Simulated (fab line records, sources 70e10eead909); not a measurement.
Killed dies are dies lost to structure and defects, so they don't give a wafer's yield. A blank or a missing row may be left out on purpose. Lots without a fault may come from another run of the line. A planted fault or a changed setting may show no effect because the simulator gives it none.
fab line records | flow nand_harc
record lots=6 wafers=16 last_day=34
route steps=1302 shown A_M0@1166 A_M1@1169 END@1302
lots that met no fault: from a run of the same line without faults
start_h: hours from the record's first day to the start of the lot's first wafer shown | wait_h: hours since the lot's step before | " the same as in the row above | L1.1+2: a row that stands for several wafers | - no value, or no start given | * or withheld: withheld | < > ~ a bound
route shown NAME@n: a module of which the file shows steps, and the number in the route of the first | usual: mean/standard deviation of fault-free wafers | same: alike in all rows | chamber/n: place in a boat | sites: the reading at each site | _std_site: their standard deviation | _edge_site: outer sites' mean less inner sites' | radius_mm: how far each site lies from the wafer's centre | mask NAME#n: copy n | behind: the tool/chamber that last shaped the wafer | hold: why the lot was held/for how many hours/how that ended | device: the transistor (n, p or np) that didn't switch | end of line: the same wafers' tests at the end of the route | a step without rows: its recipe alone | killed: dies lost to structure and defects at the first sort, not the wafer's yield | map: a wafer's dies, x killed, . not, _ none there
set.NAME: the setting as run; set.NAME@STEP: as run at that earlier step | model.NAME: the simulator's own value behind a step, which no gauge read
lots at some steps of the route; a table a step, a row a wafer
services: from which hour (start_h, from the record's first day; less than 0 if before it) a tool's chamber was out of use, for how many hours, and why
## steps
# step NHARC_A_M0_INSPECT_27
# usual raw_defect_count=560/160
# columns lot.wafer tool chamber start_h wait_h raw_defect_count
L820.1 defect_inspect-01 - 521.84 0.0 565
L820.2 " - " " 528
L820.3 " - " " 559
L823.2 defect_inspect-01 - 553.58 0.0 496
L823.3 " - " " 382
L823.5 " - " " 497
L835.2 defect_inspect-02 - 679.02 0.0 496
L835.4 " - " " 413
L841.2 defect_inspect-02 - 719.89 0.0 417
L841.4 " - " " 459
L841.5 " - " " 450
L839.3 defect_inspect-01 - 720.22 0.0 528
L839.4 " - " " 665
L843.4 defect_inspect-02 - 777.87 0.0 707
L843.5 " - " " 609
L843.6 " - " " 455
# step NHARC_A_M0_PRE_CLEAN_31
# recipe time_s=12 temp_c=370 rf_power_w=300 gas=NH3
# usual heater_power_w=636/61 rf_fwd_power_W=292.5/0.9
# columns lot.wafer tool chamber start_h wait_h heater_power_w rf_fwd_power_W
L820.2 pecvd-01 2 521.91 0.1 645 291.3
L820.3 " 0 " " 721 292.6
L820.1 " 1 " " 557 291.9
L823.3 pecvd-01 2 553.65 0.1 660 292.1
L823.2 " 0 " " 718 293.0
L823.5 " 1 " " 502 291.9
L835.2 pecvd-03 1 679.08 0.1 626 292.6
L835.4 " 2 " " 672 293.8
L841.2 pecvd-02 1 719.98 0.1 630 292.7
L841.5 " 2 " " 643 294.2
L841.4 " 1 " " 634 292.8
L839.3 pecvd-03 1 720.29 0.1 588 292.5
L839.4 " 2 " " 698 291.2
L843.6 pecvd-03 1 777.97 0.1 631 293.9
L843.5 " 2 " " 680 292.6
L843.4 " 0 " " 627 292.0
# step NHARC_A_M0_DEP_32
# recipe target_thk_a=300 temp_c=370 target_thk_nm=30 pressure_torr=3 flow_sccm=200 rf_w=450 material=SiCN
# usual heater_power_w=576/57 rf_fwd_power_W=448.7/1.3
# columns lot.wafer tool chamber start_h wait_h heater_power_w rf_fwd_power_W
L820.2 pecvd-01 2 521.99 0.1 647 448.5
L820.3 " 0 " " 665 446.1
L820.1 " 1 " " 453 449.6
L823.3 pecvd-01 2 553.73 0.1 627 449.1
L823.2 " 0 " " 674 448.7
L823.5 " 1 " " 503 449.0
L835.2 pecvd-03 1 679.16 0.1 566 448.7
L835.4 " 2 " " 543 448.1
L841.2 pecvd-02 1 720.12 0.1 576 448.9
L841.5 " 2 " " 569 448.2
L841.4 " 1 " " 589 449.7
L839.3 pecvd-03 1 720.37 0.1 491 448.8
L839.4 " 2 " " 628 449.5
L843.6 pecvd-03 1 778.14 0.2 485 448.7
L843.5 " 2 " " 624 447.0
L843.4 " 0 " " 533 448.7
# step NHARC_A_M1_DEP_00
# recipe target_thk_a=1825 target_thk_nm=182.5 temp_c=withheld pressure_torr=5 flow_sccm=200 rf_w=600 material=SiOC
# step NHARC_A_M1_DEHYDRATE_01
# recipe temp_c=150 time_s=120
# step NHARC_A_M1_HMDS_02
# recipe time_s=30
# step NHARC_A_M1_COAT_34
# recipe temp_c=200 time_s=65
# step NHARC_A_M1_COAT_03
# recipe spin_rpm=1500 resist_thk_nm=90
# step NHARC_A_M1_SOFTBAKE_04
# recipe temp_c=105 time_s=55
# step NHARC_A_M1_EBR_05
# step NHARC_A_M1_EXPOSE_06
# recipe na=1.35 target_cd_nm=120 dose_mj=75.13 mask_id=A_M1
# step NHARC_A_M1_PEB_07
# recipe peb_temp_c=100 peb_time_s=65
# columns lot.wafer tool chamber start_h wait_h
L820.1+2+3 litho_track-01 0 523.16 0.1
L823.2+3+5 litho_track-06 0 554.89 0.1
L835.2+4 litho_track-06 0 680.48 0.1
L841.2+4+5 litho_track-04 0 721.19 0.1
L839.3+4 litho_track-06 0 721.54 0.0
L843.4+5+6 litho_track-06 0 779.06 0.0
# step NHARC_A_M1_DEVELOP_08
# recipe develop_time_s=35 dev_temp_c=23
# step NHARC_A_M1_CD_MEAS_09
# recipe target_cd_nm=120 landing_energy_ev=500
# usual cd_nm=120.0/0.63
# columns lot.wafer tool chamber start_h wait_h cd_nm
L820.1 cd_sem-01 0 523.24 - 120.1
L820.2 " 0 " " 120.8
L820.3 " 0 " " 121.0
L823.2 cd_sem-02 0 554.98 - 120.1
L823.3 " 0 " " 120.6
L823.5 " 0 " " 120.5
L835.2 cd_sem-03 0 680.56 - 123.9
L835.4 " 0 " " 122.7
L841.2 cd_sem-02 0 721.27 - 119.4
L841.4 " 0 " " 119.8
L841.5 " 0 " " 119.7
L839.3 cd_sem-01 0 721.62 - 120.2
L839.4 " 0 " " 124.1
L843.4 cd_sem-01 0 779.14 - 119.0
L843.5 " 0 " " 120.1
L843.6 " 0 " " 120.7
# step NHARC_A_M1_OVL_MEAS_10
# recipe pitch_nm=240
# usual overlay_x_nm=-0.2/0.73 overlay_y_nm=0.2/0.77
# columns lot.wafer tool chamber start_h wait_h overlay_x_nm overlay_y_nm
L820.1 overlay-02 - 523.32 - -0.8 0.3
L820.2 " - " " -0.2 0.8
L820.3 " - " " -1.2 0.7
L823.2 overlay-02 - 555.06 - -0.3 -0.1
L823.3 " - " " -0.7 -0.1
L823.5 " - " " -0.6 -0.7
L835.2 overlay-01 - 680.65 - 0.3 0.8
L835.4 " - " " 0.6 1.0
L841.2 overlay-02 - 721.35 - 0.2 -0.4
L841.4 " - " " 0.1 -0.1
L841.5 " - " " 0.2 -0.2
L839.3 overlay-01 - 721.70 - -0.2 -1.7
L839.4 " - " " -0.7 -1.0
L843.4 overlay-02 - 779.23 - -0.1 1.2
L843.5 " - " " 0.1 1.8
L843.6 " - " " -1.0 1.5
# step NHARC_A_M1_INSPECT_11
# usual raw_defect_count=91/36
# columns lot.wafer tool chamber start_h wait_h raw_defect_count
L820.1 defect_inspect-02 - 523.36 0.0 117
L820.2 " - " " 139
L820.3 " - " " 151
L823.2 defect_inspect-01 - 555.10 0.0 26
L823.3 " - " " 24
L823.5 " - " " 29
L835.2 defect_inspect-02 - 680.68 0.0 78
L835.4 " - " " 94
L841.2 defect_inspect-01 - 721.39 0.0 94
L841.4 " - " " 88
L841.5 " - " " 81
L839.3 defect_inspect-02 - 721.74 0.0 87
L839.4 " - " " 78
L843.4 defect_inspect-02 - 779.26 0.0 86
L843.5 " - " " 92
L843.6 " - " " 96
# step NHARC_A_M1_DESCUM_14
# recipe time_s=3 o2_flow_sccm=200 ar_flow_sccm=0 bias_power_w=0 chemistry=O2
# usual drypump_motor_current_A=5.5/0.63 oes_product_au=1.000/0.0089 rf_vpp_V=57.7/0.93 showerhead_plenum_p_Torr=1.90/0.09 throttle_valve_pct=11.311/0.01
# columns lot.wafer tool chamber start_h wait_h drypump_motor_current_A oes_product_au rf_hours_counter_h rf_vpp_V showerhead_plenum_p_Torr throttle_valve_pct model.A_M1.cd_nm
L820.3 rie_diel-07 2 523.42 0.1 5.4 1.000 1.7 58.2 2.05 11.314 120.6
L820.1 " 3 " " 6.2 1.002 1.5 57.8 1.81 11.308 119.9
L820.2 " 0 " " 6.5 1.006 1.7 58.6 1.99 11.319 120.8
L823.2 rie_diel-02 1 555.17 0.1 5.9 1.023 5.3 57.3 1.86 11.312 118.6
L823.3 " 3 " " 5.4 0.987 6.0 58.2 1.82 11.313 120.2
L823.5 " 1 " " 5.9 1.013 - 57.0 1.86 11.318 119.3
L835.4 rie_diel-04 2 680.76 0.1 4.7 0.987 5.9 58.1 1.84 11.331 122.9
L835.2 " 3 " " 4.7 1.006 6.7 56.9 1.98 11.298 123.8
L841.2 rie_diel-04 3 721.46 0.1 4.7 0.999 0 56.5 1.98 11.316 119.6
L841.4 " 1 " " 4.8 1.003 0 58.3 2.04 11.305 120.6
L841.5 " 3 " " 4.7 1.008 - 57.1 1.98 11.291 119.9
L839.4 rie_diel-02 1 721.80 0.1 5.9 0.996 3.8 57.7 1.86 11.315 123.7
L839.3 " 3 " " 5.4 0.998 4.0 55.4 1.82 11.301 119.7
L843.4 rie_diel-04 0 779.36 0.1 5.9 0.996 - 56.8 1.82 11.303 118.9
L843.5 " 2 " " 4.6 1.014 - 56.1 1.84 11.312 120.2
L843.6 " 3 " " 4.7 0.994 - 58.4 1.98 11.319 121.3
# step NHARC_A_M1_ETCH_35
# recipe target_depth_a=400 overetch_a=120 time_s=43.94 ion_energy_ev=200 n2_flow_sccm=150 h2_flow_sccm=150 ar_flow_sccm=0 rf_w=400 bias_w=150 chemistry=N2/H2
# usual drypump_motor_current_A=5.5/0.64 oes_product_au=0.999/0.0093 rf_fwd_power_W=395.0/1.9 rf_vpp_V=430.2/2.8 showerhead_plenum_p_Torr=2.03/0.098 throttle_valve_pct=14.171/0.0091
# columns lot.wafer tool chamber start_h wait_h drypump_motor_current_A oes_product_au rf_fwd_power_W rf_hours_counter_h rf_vpp_V showerhead_plenum_p_Torr throttle_valve_pct
L820.3 rie_diel-07 2 523.51 0.1 5.4 1.012 396.2 1.7 434.2 2.19 14.182
L820.1 " 3 " " 6.2 1.001 398.3 1.5 426.3 1.93 14.175
L820.2 " 1 " " 5.3 0.999 393.1 2.0 426.7 1.91 14.162
L823.2 rie_diel-02 2 555.25 0.1 5.1 1.004 392.9 5.8 429.0 2.02 14.176
L823.3 " 3 " " 5.4 0.973 395.4 6.0 427.3 1.94 14.162
L823.5 " 2 " " 5.0 1.010 392.9 - 429.9 2.02 14.175
L835.2 rie_diel-04 2 680.83 0.1 4.7 0.986 391.2 5.9 428.5 1.96 14.161
L835.4 " 3 " " 4.6 1.001 392.1 6.7 433.3 2.11 14.166
L841.2 rie_diel-04 2 721.53 0.1 4.6 1.013 393.8 0.0 428.6 1.96 14.187
L841.4 " 3 " " 4.7 1.007 392.5 0.0 432.1 2.11 14.173
L841.5 " 3 " " 4.7 1.014 392.4 - 431.6 2.11 14.169
L839.3 rie_diel-02 2 721.90 0.1 5.0 1.005 394.3 2.9 430.0 2.02 14.174
L839.4 " 1 " " 6.0 0.993 395.3 - 428.4 1.98 14.171
L843.6 rie_diel-04 2 779.45 0.1 4.7 1.010 394.6 - 428.6 1.96 14.171
L843.5 " 3 " " 4.7 0.990 391.3 - 433.3 2.11 14.175
L843.4 " 0 " " 5.9 0.995 395.2 - 427.2 1.93 14.182
# step NHARC_A_M1_ETCH_15
# recipe target_depth_a=1825 time_s=91.2 c4f8_flow_sccm=withheld ar_flow_sccm=400 rf_w=600 bias_w=300 chemistry=C4F8/Ar
# usual oes_product_au=0.953/0.023 rf_fwd_power_W=595.8/2.3 rf_vpp_V=440.5/2.9
# columns lot.wafer tool chamber start_h wait_h oes_product_au rf_fwd_power_W rf_hours_counter_h rf_vpp_V
L820.2 rie_diel-07 2 - - 0.976 597.0 1.7 444.5
L820.3 " 0 " " 0.992 592.2 1.8 444.1
L820.1 " 1 " " 0.980 594.6 2.0 436.3
L823.3 rie_diel-02 3 - - 0.937 596.7 6.0 437.5
L823.2 " 1 " " 0.965 597.6 5.4 438.2
L823.5 " 3 " " 0.945 597.0 - 439.5
L835.2 rie_diel-04 0 - - 0.914 599.3 6.0 436.8
L835.4 " 1 " " 0.919 596.9 6.3 443.7
L841.2 rie_diel-04 1 - - 0.958 596.9 0.0 445.3
L841.4 " 3 " " 0.966 592.3 0.0 442.9
L841.5 " 0 " " 0.981 597.5 - 438.2
L839.3 rie_diel-02 1 - - 0.924 599.3 3.8 439.7
L839.4 " 1 " " 0.921 596.5 - 438.9
L843.5 rie_diel-04 3 - - 0.951 593.2 - 442.3
L843.6 " 0 " " 0.955 598.2 - 436.8
L843.4 " 2 " " 0.969 593.0 - 438.6
# step NHARC_A_M1_CD_MEAS_16
# usual cd_nm=119.9/0.81
# columns lot.wafer tool chamber start_h wait_h cd_nm
L820.1 cd_sem-02 - 523.73 - 120.1
L820.2 " - " " 120.9
L820.3 " - " " 120.7
L823.2 cd_sem-03 - 555.47 - 119.1
L823.3 " - " " 120.1
L823.5 " - " " 119.4
L835.2 cd_sem-03 - 681.05 - 122.5
L835.4 " - " " 122.8
L841.2 cd_sem-02 - 721.76 - 119.1
L841.4 " - " " 120.3
L841.5 " - " " 119.3
L839.3 cd_sem-03 - 722.15 - 119.1
L839.4 " - " " 123.3
L843.4 cd_sem-02 - 779.68 - 118.4
L843.5 " - " " 119.4
L843.6 " - " " 120.6
# step NHARC_A_M1_STRIP_18
# recipe power_w=1000 n2_flow_sccm=150 h2_flow_sccm=150 ar_flow_sccm=0 bias_w=0 chemistry=N2/H2
# usual drypump_motor_current_A=5.5/0.58 oes_product_au=1.000/0.011 rf_fwd_power_W=997.1/2.8 rf_vpp_V=90.7/0.99 showerhead_plenum_p_Torr=2.02/0.086 throttle_valve_pct=14.171/0.0081
# columns lot.wafer tool chamber start_h wait_h drypump_motor_current_A oes_product_au rf_fwd_power_W rf_hours_counter_h rf_vpp_V showerhead_plenum_p_Torr throttle_valve_pct
L820.1 rie_diel-02 0 523.80 0.1 6.3 1.005 997.1 3.6 91.7 2.11 14.162
L820.2 " 1 " " 5.9 1.011 995.2 3.9 91.1 1.98 14.168
L820.3 " 2 " " 5.1 1.009 997.5 4.0 91.4 2.02 14.170
L823.3 rie_diel-02 3 555.57 0.1 5.4 0.983 1001.3 6.1 90.6 1.94 14.184
L823.2 " 1 " " 5.9 1.003 999.7 5.4 91.6 1.98 14.170
L823.5 " 2 " " 5.0 1.009 997.7 - 89.8 2.02 14.169
L835.2 rie_diel-02 3 681.16 0.1 5.4 0.987 995.4 3.4 89.6 1.94 14.162
L835.4 " 3 " " 5.4 0.981 996.4 - 91.0 1.94 14.173
L841.4 rie_diel-07 3 721.85 0.1 6.2 0.996 999.1 5.0 89.1 1.93 14.174
L841.2 " 1 " " 5.3 0.987 994.3 4.5 90.4 1.91 14.159
L841.5 " 3 " " 6.2 0.994 994.5 - 89.5 1.93 14.179
L839.3 rie_diel-04 1 722.25 0.1 4.8 0.995 996.5 0.1 92.0 2.18 14.182
L839.4 " 3 " " 4.7 0.986 998.0 0.1 91.4 2.11 14.159
L843.4 rie_diel-04 3 779.85 0.2 4.7 0.983 992.6 - 92.1 2.11 14.171
L843.5 " 0 " " 5.9 0.993 995.4 - 90.1 1.93 14.169
L843.6 " 2 " " 4.7 1.004 998.4 - 90.8 1.96 14.176
# step NHARC_A_M1_ETCH_28
# recipe target_depth_a=300 over_etch_frac=0.3 time_s=72.99 ion_energy_ev=150 cf4_flow_sccm=50 n2_flow_sccm=100 ar_flow_sccm=150 rf_w=300 bias_w=100 chemistry=CF4/N2
# usual drypump_motor_current_A=5.5/0.6 oes_product_au=0.999/0.011 rf_fwd_power_W=297.6/1.1 rf_vpp_V=313.9/1.9 showerhead_plenum_p_Torr=2.61/0.1 throttle_valve_pct=19.794/0.0087
# columns lot.wafer tool chamber start_h wait_h drypump_motor_current_A oes_product_au rf_fwd_power_W rf_hours_counter_h rf_vpp_V showerhead_plenum_p_Torr throttle_valve_pct model.A_M1.cd_nm
L820.3 rie_diel-02 3 - - 5.3 0.977 298.5 4.0 311.7 2.51 19.796 121.1
L820.2 " 0 " " 6.3 1.006 298.9 3.7 316.4 2.70 19.796 120.8
L820.1 " 1 " " 5.9 1.001 297.7 3.9 313.1 2.56 19.796 120.2
L823.3 rie_diel-02 2 - - 5.0 1.001 295.0 5.9 313.6 2.60 19.788 118.9
L823.2 " 1 " " 5.9 0.998 298.4 5.4 313.4 2.56 19.789 118.4
L823.5 " 3 " " 5.4 0.970 299.4 - 311.8 2.51 19.798 119.4
L835.2 rie_diel-02 0 - - 6.3 1.005 298.4 3.4 315.3 2.70 19.806 122.6
L835.4 " 1 " " 5.9 1.001 298.2 - 313.4 2.56 19.794 122.5
L841.4 rie_diel-07 3 - - 6.2 0.994 297.8 5.1 311.1 2.49 19.794 120.7
L841.2 " 1 " " 5.3 0.996 297.0 4.5 311.4 2.47 19.780 118.6
L841.5 " 0 " " 6.5 1.006 296.0 - 316.2 2.72 19.784 119.9
L839.3 rie_diel-04 1 - - 4.8 1.006 296.6 0.1 316.9 2.79 19.796 118.5
L839.4 " 2 " " 4.7 0.997 297.3 0.1 313.5 2.53 19.798 122.4
L843.5 rie_diel-04 3 - - 4.7 0.987 297.8 - 315.9 2.71 19.799 119.3
L843.6 " 0 " " 5.9 0.986 298.3 - 311.7 2.50 19.796 120.6
L843.4 " 2 " " 4.7 1.021 296.1 - 312.6 2.53 19.786 117.6
# step NHARC_A_M1_STRIP_19
# recipe time_s=600 temp_c=30 chemistry=post_etch_residue_remover
# step NHARC_END_SORT_01
# recipe temp_c=25
# usual defect_limited_yield=91.6/2.8 killed_at_array=52/18 killed_at_other=0.6/0.83 killed_at_periphery=4.3/2.8 killed_dies=57/19 killed_open=3.4/2 killed_short=2.5/1.7 sort_bin_2_pct=3.0/1.1 sort_bin_3_pct=0.6/0.41 sort_bin_4_pct=4.7/1.6 sort_n_pass=620/19 sort_rim_yield_pct=91/3.7 sort_yield_pct=91.6/2.8
# same gross_dies=677 sort_bin_5_pct[%]=0 sort_bin_6_pct[%]=0 sort_bin_7_pct[%]=0 sort_bin_8_pct[%]=0 sort_rim_n_gross=106.00
# columns lot.wafer tool chamber start_h wait_h defect_limited_yield[%] killed_at_array killed_at_other killed_at_periphery killed_dies killed_open killed_short sort_bin_2_pct[%] sort_bin_3_pct[%] sort_bin_4_pct[%] sort_n_pass sort_rim_yield_pct[%] sort_yield_pct[%]
L820.1 prober-02 0 556.01 2.5 90.0 64 0 4 68 2 2 4.9 0.7 4.4 609 96 90.0
L820.2 prober-02 0 556.80 2.8 88.9 71 0 4 75 6 1 3.8 0.3 6.9 602 93 88.9
L820.3 prober-02 0 557.59 3.1 84.3 98 0 8 106 4 3 5.3 1.3 9.0 571 86 84.3
# killed by level:class
L820.1 A_CHANNEL_HOLE_D2:chamber_film_flake=26 A_CHANNEL_HOLE_D1:chamber_film_flake=22 A_SLIT:chamber_film_flake=7 P_GATE:chamber_film_flake=2 A_CHANNEL_FILL_D2:chamber_film_flake=2 A_CONTACT:chamber_film_flake=2 P_M0:geometric_particle:open=1 A_CHANNEL_HOLE_D1:geometric_particle:short=1
L820.2 A_CHANNEL_HOLE_D2:chamber_film_flake=26 A_CHANNEL_HOLE_D1:chamber_film_flake=18 A_SLIT:chamber_film_flake=10 A_WL_FILL:chamber_film_flake=5 A_STAIRCASE:chamber_film_flake=3 P_GATE:chamber_film_flake=2 A_CHANNEL_FILL_D2:chamber_film_flake=2 A_CONTACT:chamber_film_flake=2
L820.3 A_CHANNEL_HOLE_D2:chamber_film_flake=34 A_CHANNEL_HOLE_D1:chamber_film_flake=31 A_SLIT:chamber_film_flake=13 P_GATE:chamber_film_flake=7 A_STAIRCASE:chamber_film_flake=6 A_WL_FILL:chamber_film_flake=4 A_BLC:geometric_particle:open=2 A_CONTACT:chamber_film_flake=2
## services
# columns tool chamber start_h hours kind
rie_diel-04 - 532.13 9.0 pm
pecvd-03 0 537.78 21.3 repair
pecvd-03 - 547.59 13.0 pm
pecvd-03 - 562.38 1.0 repair
pecvd-01 - 568.58 1.2 repair
rie_diel-02 - 570.70 9.0 pm
rie_diel-04 2 575.17 10.0 repair
rie_diel-07 2 576.08 5.1 repair
rie_diel-04 1 577.89 2.4 repair
pecvd-01 1 600.05 23.8 repair
rie_diel-02 2 619.48 6.0 repair
rie_diel-07 - 648.20 9.0 pm
pecvd-01 - 673.21 13.0 pm
rie_diel-02 2 675.93 8.5 repair
rie_diel-07 0 689.69 3.7 repair
rie_diel-04 - 709.13 9.0 pm
rie_diel-07 2 717.32 4.5 repair
rie_diel-02 - 718.06 0.5 repair
rie_diel-02 3 721.87 14.5 repair
pecvd-03 - 728.59 13.0 pm
rie_diel-02 - 747.70 9.0 pm
pecvd-03 - 749.18 1.5 repair
rie_diel-02 0 756.91 30.7 repair
rie_diel-04 1 769.60 12.0 repair
## key
first_sign step=NHARC_A_M1_CD_MEAS_09 reading=cd_nm direction=up sigmas=5.6 usual=120.0 struck=123.6
effect step=NHARC_A_M1_CD_MEAS_16 reading=cd_nm direction=up sigmas=3.7 usual=119.9 struck=122.9
model_effect step=NHARC_A_M1_DESCUM_14 value=A_M1.cd_nm without=119.6 struck=123.5
model_effect step=NHARC_A_M1_ETCH_28 value=A_M1.cd_nm without=118.7 struck=122.5
met_at NHARC_A_M1_PEB_07
struck_wafers L835.2,L835.4,L839.4
onset_between 554.89 680.48
fault kind=process_parameter_drift tool=litho_track-06 chamber=- onset_h=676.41 steps=NHARC_A_M1_PEB_07 channel=peb_time_s offset=* shape=step end_h=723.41 scope=struck_wafers_only acts_in=* stated=*
